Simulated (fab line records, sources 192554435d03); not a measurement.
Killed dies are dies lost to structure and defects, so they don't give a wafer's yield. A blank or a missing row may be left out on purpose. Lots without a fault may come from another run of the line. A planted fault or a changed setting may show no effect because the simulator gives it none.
Chamber matching | flow n5_finfet | N5_BEOL_M4_PECVD_72 on pecvd-03: 3 sister chambers
The step deposits SiO2 from TEOS/O2, target thk 16 nm, time 18 s. 18 wafers are shown with their chamber, then 9 later ones without.

WAFERS WITH THEIR CHAMBER
wafer  | chamber | throttle_valve_pct (%) | showerhead_plenum_p_Torr (Torr) | heater_power_w (W)
L074.1 | 2       | 20.4                   | 8.75                            | 580
L074.2 | 1       | 23.0                   | 8.76                            | 571
L074.4 | 1       | 22.9                   | 8.77                            | 570
L077.4 | 1       | 22.9                   | 8.78                            | 538
L077.5 | 2       | 20.6                   | 8.74                            | 652
L077.6 | 0       | 21.8                   | 8.76                            | 587
L082.1 | 2       | 20.6                   | 8.73                            | 629
L082.3 | 0       | 21.8                   | 8.77                            | 545
L082.4 | 0       | 21.7                   | 8.76                            | 538
L085.1 | 0       | 21.5                   | 8.78                            | 640
L085.3 | 1       | 23.1                   | 8.77                            | 568
L085.4 | 0       | 21.7                   | 8.78                            | 626
L091.1 | 0       | 21.7                   | 8.76                            | 638
L091.2 | 2       | 20.7                   | 8.74                            | 629
L091.6 | 1       | 22.9                   | 8.76                            | 612
L090.2 | 2       | 20.7                   | 8.74                            | 624
L090.4 | 0       | 21.9                   | 8.77                            | 644
L090.5 | 2       | 20.9                   | 8.74                            | 621

SIGNATURES (means of the wafers above)
reading                  | chamber 0 | chamber 1 | chamber 2 | scatter within a chamber
throttle_valve_pct       | 21.729    | 22.960    | 20.650    | 0.132
showerhead_plenum_p_Torr | 8.7686    | 8.7680    | 8.7400    | 0.00802
heater_power_w           | 602.57    | 571.80    | 622.50    | 34.8
Rule: a wafer's distance from a chamber is the root of the sum, over the readings, of the square of ((its reading less the chamber's mean) divided by the reading's scatter). The wafer belongs to the nearest chamber; if the next one is less than 2 further off, it can't be placed. The scatter: the root of (the sum of the squares of (reading less its chamber's mean) over the shown wafers, divided by (wafers less chambers)).

WAFERS WITHOUT THEIR CHAMBER
wafer  | throttle_valve_pct (%) | showerhead_plenum_p_Torr (Torr) | heater_power_w (W)
L092.1 | 20.7                   | 8.70                            | 559
L092.4 | 21.6                   | 8.78                            | 652
L092.6 | 20.7                   | 8.77                            | 584
L096.4 | 21.6                   | 8.77                            | 586
L096.5 | 22.6                   | 8.77                            | 593
L096.6 | 21.0                   | 8.72                            | 650
L097.1 | 21.4                   | 8.76                            | 638
L097.4 | 22.8                   | 8.76                            | 637
L097.5 | 20.9                   | 8.74                            | 662

WHICH CHAMBER EACH WENT THROUGH
wafer  | from the rows above | in truth
L092.1 | 2                   | 2
L092.4 | 0                   | 0
L092.6 | 2                   | 2
L096.4 | 0                   | 0
L096.5 | 1                   | 1
L096.6 | 2                   | 2
L097.1 | 0                   | 0
L097.4 | 1                   | 1
L097.5 | 2                   | 2
Placed correctly: 9 of 9. Can't be placed from these rows: 0. Placed wrongly: 0.
